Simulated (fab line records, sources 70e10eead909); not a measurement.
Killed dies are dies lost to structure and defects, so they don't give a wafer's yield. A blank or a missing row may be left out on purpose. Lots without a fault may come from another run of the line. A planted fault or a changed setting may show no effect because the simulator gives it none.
Chamber matching | flow nand_harc | NHARC_THIN_TSV_DEP_43 on pecvd-04: 3 sister chambers
The step deposits SiO2, target thk 1328.5 nm. 3 wafers are shown with their chamber, then 7 later ones without.

WAFERS WITH THEIR CHAMBER
wafer  | chamber | throttle_valve_pct (%)
L185.2 | 1       | 16.3
L188.1 | 2       | 17.1
L188.3 | 0       | 16.1

WAFERS WITHOUT THEIR CHAMBER
wafer  | throttle_valve_pct (%)
L188.5 | 16.5
L192.1 | 17.0
L192.3 | 16.3
L192.6 | 16.3
L193.3 | 16.2
L193.4 | 17.0
L193.5 | 16.7

WHICH CHAMBER EACH WENT THROUGH
wafer  | from the rows above          | in truth
L188.5 | can't be placed: 1 or 0      | 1
L192.1 | 2                            | 2
L192.3 | can't be placed: 1 or 0      | 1
L192.6 | can't be placed: 1 or 0      | 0
L193.3 | can't be placed: 0 or 1      | 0
L193.4 | 2                            | 2
L193.5 | can't be placed: 1 or 2 or 0 | 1
Placed correctly: 2 of 7. Can't be placed from these rows: 5 (the true chamber is among the candidates in 5). Placed wrongly: 0.
How it was worked out, from the rows above alone: a wafer's distance from a chamber is the root of the sum, over the readings, of the square of ((its reading less the chamber's mean) divided by the reading's scatter). The wafer belongs to the nearest chamber; if the next one is less than 2 further off, it can't be placed. A chamber's mean is the mean of its shown wafers. The scatter: with one shown wafer a chamber, the root of the mean of the squares of how far each hidden wafer lies from its nearest shown one.
